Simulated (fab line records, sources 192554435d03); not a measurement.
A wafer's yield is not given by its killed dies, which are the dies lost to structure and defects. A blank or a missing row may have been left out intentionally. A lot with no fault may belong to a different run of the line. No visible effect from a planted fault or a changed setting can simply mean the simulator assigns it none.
fab line records ; flow n5Finfet
record lots=6; wafers=18; lastDay=17
route steps=1938 shown BEOL_M2@861 BEOL_M4@1111 PASSIVATION@1936
lots untouched by any fault: they come from a run of this same line in which no faults occurred
startH: hours from the record's first day to the start of the lot's first wafer shown ; waitH: how many hours have passed since the lot's step before this one ; " the same as in the row above ; L1.1+2: a row that stands for several wafers ; - either no value or no given start ; * or withheld: withheld ; < > ~ a bound
route shown NAME@n: a module of which the file shows steps, and the number in the route of the first ; usual: mean/standard deviation of fault-free wafers ; same: alike in all rows ; chamber/n: place in a boat ; sites: each site's reading ; _std_site: standard deviation across them ; _edge_site: inner sites' mean taken away from outer sites' mean ; radiusMm: how far each site lies from the wafer's centre ; mask NAME#n: copy n ; behind: tool/chamber where the wafer was last shaped ; hold: the reason the lot was held/the length of the hold in hours/how it ended ; device: the transistor (n, p or np) that didn't switch ; end of line: the route-end tests of the same wafers ; for a step that has no rows: nothing shown but its recipe ; killed: not the wafer's yield, but the dies lost to structure and defects at the first sort ; map: a wafer's dies, marking killed ones x, the rest . and places with no die _
set.NAME: the run value of the setting; set.NAME@STEP: its run value at that earlier step ; model.NAME: the simulator's own value behind a step, which no gauge read
certain route steps with their lots: each step a table, each wafer a row
services: from which hour (startH, from the record's first day; less than 0 if before it) a tool's chamber was out of use, for how many hours, and why
## steps
# step N5_BEOL_M2_STRIP_65
# recipe chemistry=N2/H2; tempC=40; n2FlowSccm=200; h2FlowSccm=200; rfFrequencyHz=6e+07
# step N5_BEOL_M2_STRIP_75
# recipe chemistry=N2/H2; tempC=40; n2FlowSccm=200; h2FlowSccm=200; rfFrequencyHz=6e+07
# step N5_BEOL_M2_STRIP_66
# recipe chemistry=CF4; resist=SiARC; powerW=300; biasPowerW=75; pressureMtorr=50; cf4FlowSccm=150; rfFrequencyHz=6e+07
# usual drypumpMotorCurrentA=5.9/0.53; oesProductAu=0.82/0.053; rfVppV=271.6/1.5; showerheadPlenumPTorr=1.81/0.064; throttleValvePct=13.58/0.2
lot.wafer;tool;chamber;startH;waitH;drypumpMotorCurrentA;oesProductAu;rfHoursCounterH;rfVppV;showerheadPlenumPTorr;throttleValvePct
L647.2;rieDiel-06;3;150.77;0.0;6.8;0.90;27;273.9;1.90;13.43
L647.5;rieDiel-06;2;150.77;0.0;5.1;0.73;-;268.3;1.72;13.73
L647.6;rieDiel-06;1;150.77;0.0;5.7;0.88;-;272.7;1.83;13.50
L650.3;rieDiel-06;0;183.25;0.0;6.4;0.84;50;272.0;1.90;13.19
L650.5;rieDiel-06;1;183.25;0.0;5.7;0.86;-;271.9;1.83;13.52
L650.6;rieDiel-06;3;183.25;0.0;6.8;0.87;-;273.2;1.89;13.45
L654.1;rieDiel-01;1;193.70;0.0;6.0;0.84;78;269.5;1.73;13.80
L654.2;rieDiel-01;0;193.70;0.0;5.2;0.82;88;271.8;1.82;13.38
L654.6;rieDiel-01;1;193.70;0.0;6.0;0.84;-;270.7;1.73;13.79
L664.1;rieDiel-06;2;249.11;0.0;5.1;0.70;188;268.3;1.71;13.80
L664.3;rieDiel-06;1;249.11;0.0;5.7;0.84;77;271.5;1.82;13.56
L664.6;rieDiel-06;0;249.11;0.0;6.4;0.82;-;273.3;1.90;13.26
L665.4;rieDiel-03;2;257.81;0.0;5.7;0.74;184;268.7;1.71;13.66
L665.5;rieDiel-03;2;257.81;0.0;5.7;0.74;-;268.6;1.71;13.68
L665.6;rieDiel-03;1;257.81;0.0;6.5;0.75;-;272.4;1.78;13.87
L666.1;rieDiel-06;2;263.16;0.0;5.1;0.70;194;270.4;1.71;13.82
L666.5;rieDiel-06;2;263.16;0.0;5.1;0.70;-;269.9;1.71;13.81
L666.6;rieDiel-06;3;263.16;0.0;6.8;0.83;-;272.8;1.89;13.54
# step N5_BEOL_M2_HM_OPEN_17
# recipe chemistry=Cl2/BCl3; targetDepthA=200; overetchA=60; target=TiN; maskMaterial=SOC; ionEnergyEv=150; pressureMtorr=10; icpW=1000; biasW=126; Cl2_flow_sccm=53.25; bcl3FlowSccm=21.75; Ar_flow_sccm=25
# usual drypumpMotorCurrentA=6.0/0.49; oesProductAu=0.64/0.077; throttleValvePct=22.1/0.33
lot.wafer;tool;chamber;startH;waitH;drypumpMotorCurrentA;oesProductAu;rfHoursCounterH;throttleValvePct
L647.2;rieMetal-01;1;150.81;0.0;6.5;0.69;30;21.9
L647.5;rieMetal-01;1;150.81;0.0;6.5;0.68;-;21.9
L647.6;rieMetal-01;0;150.81;0.0;6.3;0.52;-;22.5
L650.3;rieMetal-01;0;183.33;0.1;6.4;0.51;-;22.5
L650.5;rieMetal-01;1;183.33;0.1;6.5;0.67;-;21.9
L650.6;rieMetal-01;0;183.33;0.1;6.4;0.51;-;22.5
L654.1;rieMetal-01;0;193.74;0.0;6.4;0.50;135;22.5
L654.2;rieMetal-01;1;193.74;0.0;6.5;0.67;35;21.9
L654.6;rieMetal-01;0;193.74;0.0;6.4;0.51;-;22.5
L664.1;rieMetal-01;0;249.15;0.0;6.4;0.84;1;22.2
L664.3;rieMetal-01;0;249.15;0.0;6.4;0.83;-;22.2
L664.6;rieMetal-01;1;249.15;0.0;6.5;0.65;-;21.9
L665.4;rieMetal-01;0;257.88;0.1;6.4;0.83;-;22.2
L665.5;rieMetal-01;0;257.88;0.1;6.4;0.83;-;22.2
L665.6;rieMetal-01;1;257.88;0.1;6.5;0.66;-;21.9
L666.1;rieMetal-02;1;263.20;0.0;5.5;0.61;67;22.6
L666.5;rieMetal-02;0;263.20;0.0;5.8;0.66;-;21.9
L666.6;rieMetal-02;1;263.20;0.0;5.5;0.62;-;22.6
# step N5_BEOL_M2_STRIP_19
# recipe chemistry=O2; powerW=400; tempC=40; pressureMtorr=30; rfFrequencyHz=6e+07; biasPowerW=0; overashFraction=0.2; o2FlowSccm=225
# usual drypumpMotorCurrentA=5.8/0.5; oesProductAu=0.83/0.051; rfVppV=3.7/0.49; showerheadPlenumPTorr=2.11/0.065; throttleValvePct=16.70/0.24
lot.wafer;tool;chamber;startH;waitH;drypumpMotorCurrentA;oesProductAu;rfHoursCounterH;rfVppV;showerheadPlenumPTorr;throttleValvePct
L647.2;rieDiel-01;2;150.92;0.1;6.3;0.90;28;4.4;2.12;16.61
L647.5;rieDiel-01;3;150.92;0.1;5.4;0.82;-;3.9;2.11;16.79
L647.6;rieDiel-01;2;150.92;0.1;6.3;0.91;-;3.8;2.12;16.61
L650.3;rieDiel-03;1;183.47;0.1;6.6;0.79;115;4.3;2.11;17.02
L650.5;rieDiel-03;2;183.47;0.1;5.8;0.78;-;3.8;2.01;16.68
L650.6;rieDiel-03;1;183.47;0.1;6.6;0.79;-;2.7;2.11;17.02
L654.1;rieDiel-01;1;193.85;0.1;6.0;0.85;78;3.7;2.04;17.07
L654.2;rieDiel-01;0;193.85;0.1;5.2;0.82;88;3.6;2.12;16.38
L654.6;rieDiel-01;2;193.85;0.1;6.3;0.87;-;3.4;2.11;16.64
L664.1;rieDiel-06;0;249.26;0.1;6.4;0.82;72;4.0;2.20;16.22
L664.3;rieDiel-06;1;249.26;0.1;5.7;0.84;77;4.6;2.14;16.74
L664.6;rieDiel-06;1;249.26;0.1;5.7;0.84;-;4.0;2.14;16.74
L665.4;rieDiel-06;1;258.07;0.2;5.7;0.83;81;3.0;2.14;16.73
L665.5;rieDiel-06;2;258.07;0.2;5.1;0.70;-;3.4;2.00;16.89
L665.6;rieDiel-06;3;258.07;0.2;6.8;0.85;-;3.9;2.20;16.61
L666.1;rieDiel-03;1;263.32;0.1;6.6;0.76;143;3.9;2.10;17.07
L666.5;rieDiel-03;1;263.32;0.1;6.6;0.77;-;3.7;2.10;17.06
L666.6;rieDiel-03;0;263.32;0.1;5.5;0.86;-;4.2;2.13;16.57
# step N5_BEOL_M2_CD_MEAS_18
# recipe pitchNm=36; targetCdNm=18
# usual cdNm=18.0/0.3
lot.wafer;tool;chamber;startH;waitH;cdNm
L647.2;cdSem-03;-;150.99;0.1;18.3
L647.5;cdSem-03;-;150.99;0.1;18.0
L647.6;cdSem-03;-;150.99;0.1;17.7
L650.3;cdSem-03;-;183.55;0.1;18.3
L650.5;cdSem-03;-;183.55;0.1;18.1
L650.6;cdSem-03;-;183.55;0.1;18.1
L654.1;cdSem-01;-;193.92;0.0;18.0
L654.2;cdSem-01;-;193.92;0.0;17.7
L654.6;cdSem-01;-;193.92;0.0;18.1
L664.1;cdSem-02;-;249.33;0.0;17.8
L664.3;cdSem-02;-;249.33;0.0;17.8
L664.6;cdSem-02;-;249.33;0.0;17.9
L665.4;cdSem-03;-;258.14;0.1;18.1
L665.5;cdSem-03;-;258.14;0.1;18.2
L665.6;cdSem-03;-;258.14;0.1;17.9
L666.1;cdSem-01;-;263.39;0.1;18.4
L666.5;cdSem-01;-;263.39;0.1;18.0
L666.6;cdSem-01;-;263.39;0.1;18.3
# step N5_BEOL_M2_COAT_67
# recipe resist=SOC; tempC=250; timeS=60; spinRpm=1500; resistThkNm=60
# step N5_BEOL_M2_COAT_68
# recipe resist=SiARC; tempC=220; timeS=60; spinRpm=1500; resistThkNm=12
# step N5_BEOL_M2_COAT_76
# recipe resist=underlayer; tempC=205; timeS=60; spinRpm=1500; resistThkNm=5
# step N5_BEOL_M2_COAT_22
# recipe resist=CAR-EUV; spinRpm=1500; resistThkNm=30
# step N5_BEOL_M2_EBR_24
# recipe solvent=PGMEA; ebrWidthMm=1.5
# step N5_BEOL_M2_SOFTBAKE_23
# recipe tempC=110; timeS=60; resist=CAR-EUV
# step N5_BEOL_M2_EXPOSE_25
# recipe maskId=V1; na=0.33; sourceShape=quasar; sigmaInner=0.2; sigmaOuter=0.8; polarization=unpolarized; defocusNm=5; doseMj=63
# usual exposureDoseMJCm2=62.97/0.093
# same dipoleOpeningDeg=30
lot.wafer;tool;chamber;startH;waitH;mask;exposureDoseMJCm2
L647.2;euvScanner-02;0;151.30;-;V1#0;63.05
L647.5;euvScanner-02;0;151.30;-;V1#0;62.99
L647.6;euvScanner-02;0;151.30;-;V1#0;63.04
L650.3;euvScanner-02;0;183.86;-;V1#0;63.08
L650.5;euvScanner-02;0;183.86;-;V1#0;63.03
L650.6;euvScanner-02;0;183.86;-;V1#0;63.03
L654.1;euvScanner-02;0;194.23;-;V1#0;63.00
L654.2;euvScanner-02;0;194.23;-;V1#0;62.99
L654.6;euvScanner-02;0;194.23;-;V1#0;63.02
L664.1;euvScanner-02;0;249.56;-;V1#0;65.59
L664.3;euvScanner-02;0;249.56;-;V1#0;65.70
L664.6;euvScanner-02;0;249.56;-;V1#0;65.57
L665.4;euvScanner-02;0;258.35;-;V1#0;64.98
L665.5;euvScanner-02;0;258.35;-;V1#0;65.04
L665.6;euvScanner-02;0;258.35;-;V1#0;65.15
L666.1;euvScanner-01;0;263.69;-;V1#0;62.89
L666.5;euvScanner-01;0;263.69;-;V1#0;62.92
L666.6;euvScanner-01;0;263.69;-;V1#0;62.93
# step N5_BEOL_M2_PEB_26
# recipe pebTempC=100; pebTimeS=60; resist=CAR-EUV
# step N5_BEOL_M2_DEVELOP_27
# recipe developTimeS=30; developer=TMAH; resist=CAR-EUV; rinseLiquid=surfactantRinse; dry=airSpin; devTempC=23
# step N5_BEOL_M2_CD_MEAS_28
# recipe targetCdNm=26.2; landingEnergyEv=500; detector=seInlens; targetCdYNm=24.1; polarity=opening
# usual cdNm=26.15/0.25
lot.wafer;tool;chamber;startH;waitH;cdNm
L647.2;cdSem-02;0;151.44;-;25.76
L647.5;cdSem-02;0;151.44;-;26.01
L647.6;cdSem-02;0;151.44;-;26.60
L650.3;cdSem-03;0;183.99;-;26.24
L650.5;cdSem-03;0;183.99;-;26.11
L650.6;cdSem-03;0;183.99;-;25.57
L654.1;cdSem-01;0;194.38;-;26.01
L654.2;cdSem-01;0;194.38;-;26.14
L654.6;cdSem-01;0;194.38;-;25.99
L664.1;cdSem-03;0;249.71;-;27.09
L664.3;cdSem-03;0;249.71;-;26.99
L664.6;cdSem-03;0;249.71;-;26.69
L665.4;cdSem-02;0;258.47;-;26.53
L665.5;cdSem-02;0;258.47;-;26.67
L665.6;cdSem-02;0;258.47;-;26.94
L666.1;cdSem-02;0;263.84;-;26.54
L666.5;cdSem-02;0;263.84;-;26.12
L666.6;cdSem-02;0;263.84;-;25.97
# step N5_BEOL_M2_OVL_MEAS_29
# recipe pointsPerWafer=522
# usual V1_OVL=0.9/0.63
lot.wafer;tool;chamber;startH;waitH;V1_OVL[nm]
L647.2;overlay-02;0;151.47;0.0;1.8
L647.5;overlay-02;0;151.47;0.0;1.1
L647.6;overlay-02;0;151.47;0.0;1.2
L650.3;overlay-01;0;184.03;0.0;1.3
L650.5;overlay-01;0;184.03;0.0;1.7
L650.6;overlay-01;0;184.03;0.0;1.8
L654.1;overlay-02;0;194.41;0.0;-0.2
L654.2;overlay-02;0;194.41;0.0;-0.2
L654.6;overlay-02;0;194.41;0.0;0.2
L664.1;overlay-01;0;249.74;0.0;1.5
L664.3;overlay-01;0;249.74;0.0;1.2
L664.6;overlay-01;0;249.74;0.0;0.8
L665.4;overlay-02;0;258.51;0.0;0.7
L665.5;overlay-02;0;258.51;0.0;1.1
L665.6;overlay-02;0;258.51;0.0;0.7
L666.1;overlay-01;0;263.87;0.0;1.7
L666.5;overlay-01;0;263.87;0.0;1.0
L666.6;overlay-01;0;263.87;0.0;0.8
# step N5_BEOL_M4_RC_MEAS_101
# usual DIBL_N=37.2/1.8; DIBL_P=37.5/2.5; IOFF_N=0.17/0.038; IOFF_P=0.24/0.046; ION_N=681/13; ION_P=469/8.5; SS_N=71.7/0.6; SS_P=73.6/0.69; VT_N=249/3.4; VT_P=-248/3.6
lot.wafer;tool;chamber;startH;waitH;DIBL_N[mV/V];DIBL_P[mV/V];IOFF_N[nA/um];IOFF_P[nA/um];ION_N[uA/um];ION_P[uA/um];SS_N[mV/dec];SS_P[mV/dec];VT_N[mV];VT_P[mV]
L647.2;prober-01;0;183.76;0.2;41.9;44.8;0.29;0.32;707;475;72.7;75.3;241;-247
L647.5;prober-01;0;183.76;0.2;37.7;38.2;0.16;0.20;677;460;71.9;73.0;251;-255
L647.6;prober-01;0;183.76;0.2;36.2;36.5;0.14;0.18;670;457;71.5;72.5;251;-255
L650.3;prober-01;0;208.97;0.3;37.0;36.8;0.17;0.23;684;465;71.8;73.5;246;-248
L650.5;prober-01;0;208.97;0.3;36.8;36.4;0.16;0.22;678;471;71.9;73.9;246;-248
L650.6;prober-01;0;208.97;0.3;35.7;34.8;0.14;0.20;674;464;71.6;73.5;251;-250
L654.1;prober-02;0;234.63;0.0;38.2;37.3;0.18;0.23;683;467;71.4;74.2;246;-250
L654.2;prober-02;0;234.63;0.0;37.3;36.3;0.16;0.21;679;464;71.2;72.9;249;-249
L654.6;prober-02;0;234.63;0.0;38.7;38.4;0.20;0.25;698;475;71.9;74.3;247;-249
L664.1;prober-01;0;291.18;0.0;35.1;36.6;0.15;0.21;682;476;70.4;73.7;249;-248
L664.3;prober-01;0;291.18;0.0;38.3;40.5;0.20;0.26;691;470;72.0;74.6;247;-245
L664.6;prober-01;0;291.18;0.0;39.4;41.5;0.23;0.29;693;465;72.5;74.3;245;-247
L665.4;prober-02;0;291.95;0.5;34.3;35.6;0.15;0.21;675;470;70.9;73.1;247;-247
L665.5;prober-02;0;291.95;0.5;38.4;40.6;0.22;0.29;693;477;73.0;74.5;245;-245
L665.6;prober-02;0;291.95;0.5;36.8;38.6;0.19;0.25;695;476;71.5;73.6;243;-244
L666.1;prober-01;0;295.26;0.0;32.8;32.0;0.11;0.16;665;466;70.5;72.1;256;-252
L666.5;prober-01;0;295.26;0.0;37.1;37.5;0.18;0.24;685;470;71.8;73.7;249;-249
L666.6;prober-01;0;295.26;0.0;36.1;36.4;0.16;0.22;682;470;71.8;72.9;252;-245
# step N5_PASSIVATION_PROBE_49
# usual defectLimitedYield=91.2/1.4; killed_at_M0_to_M3=32/10; killed_at_M4_up=14/6.2; killedAtContacts=12/6.3; killedAtFrontEnd=42/13; killedAtOther=4/3.4; killedDies=104/17; killedOpen=67/12; killedShort=34/8.1; sort_bin_4_leakage=0.02/0.13; sort_bin_5_function=5.2/0.93; sort_bin_6_memory=3.2/0.65; sort_bin_8_speed=0.00/0.017; sortNPass=1075/16
# same grossDies=1180; killedAtBackSide=0
lot.wafer;tool;chamber;startH;waitH;defectLimitedYield[%];killed_at_M0_to_M3;killed_at_M4_up;killedAtContacts;killedAtFrontEnd;killedAtOther;killedDies;killedOpen;killedShort;sort_bin_4_leakage[%];sort_bin_5_function[%];sort_bin_6_memory[%];sort_bin_8_speed[%];sortNPass
L664.1;prober-01;-;400.35;0.0;91.4;30;15;8;47;2;102;44;51;0;4.1;3.4;0;1078
L664.3;prober-01;-;400.45;0.1;88.8;29;9;17;65;12;132;63;62;0;6.3;3.6;0;1048
L664.6;prober-01;-;400.60;0.3;91.2;24;10;12;57;1;104;67;33;0;4.8;3.4;0;1076
# killed by level:class
L664.1 FIN_SAQP:geometricParticle:short=20 BEOL_M3:geometricParticle:open=9 BEOL_M4:geometricParticle:open=6 DUMMY_GATE:geometricParticle:open=5 GATE_CUT:geometricParticle:short=5 BEOL_M0_SAQP:geometricParticle:short=5 BEOL_M2:geometricParticle:open=5 MOL_CONTACT_COAG:geometricParticle:short=4
L664.3 FIN_SAQP:geometricParticle:short=21 MOL_CONTACT_COAG:geometricParticle:open=14 FIN_SAQP:geometricParticle:open=9 BEOL_M0_SAQP:geometricParticle:short=7 GATE_CUT:geometricParticle:short=6 HKMG_FIN:areaEtch=6 GATE_CUT:geometricParticle:open=5 BEOL_M1:geometricParticle:open=5
L664.6 FIN_SAQP:geometricParticle:open=12 FIN_SAQP:geometricParticle:short=11 MOL_CONTACT_COAG:geometricParticle:open=11 STI_FIN_REVEAL:geometricParticle:open=7 DUMMY_GATE:geometricParticle:open=7 BEOL_M3:geometricParticle:open=7 BEOL_M1:geometricParticle:open=5 BEOL_M4:geometricParticle:open=5
## services
tool;chamber;startH;hours;kind
rieDiel-06;-;128.22;14.6;pm
euvScanner-02;-;128.44;1.0;pm
euvScanner-02;-;137.45;4.6;pm
euvScanner-01;-;142.05;1.0;pm
rieDiel-06;-;142.82;4.3;pm
rieDiel-03;1;153.56;4.8;repair
rieDiel-03;-;167.43;14.6;pm
rieMetal-02;-;174.61;14.6;pm
rieDiel-06;-;182.72;0.3;repair
euvScanner-02;-;184.59;1.0;pm
euvScanner-01;-;185.66;1.2;repair
rieDiel-03;-;189.91;1.7;repair
euvScanner-02;0;191.09;-;calibration
euvScanner-01;-;197.07;1.0;pm
rieMetal-01;0;215.81;-;clean
rieMetal-01;0;215.81;18.9;scheduledDown
rieMetal-01;0;215.81;18.9;ventCycle
euvScanner-01;0;233.09;-;calibration
euvScanner-01;-;234.10;0.9;repair
euvScanner-01;-;240.38;4.6;pm
euvScanner-02;-;245.00;1.0;pm
euvScanner-01;-;253.22;1.0;pm
euvScanner-02;-;262.99;2.0;repair
## key
firstSign step=N5_BEOL_M2_EXPOSE_25; reading=exposureDoseMJCm2; direction=up; sigmas=25; usual=62.97; struck=65.34
effect step=N5_BEOL_M2_CD_MEAS_28; reading=cdNm; direction=up; sigmas=2.7; usual=26.15; struck=26.82; through=controlLoop
metAt N5_BEOL_M2_EXPOSE_25
struckWafers L664.1,L664.3,L664.6,L665.4,L665.5,L665.6
loopTrim step=N5_BEOL_M2_EXPOSE_25; setting=dose; lots=L665
onsetBetween 194.23 249.56
fault kind=processParameterDrift; tool=euvScanner-02; chamber=-; onsetH=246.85; steps=N5_BEOL_M2_EXPOSE_25; channel=doseMj; offset=2.5318; shape=step; actsIn=theseRecipesOnly; stated=63
# loopTrim: a control loop set the setting to another value than it would have without faults
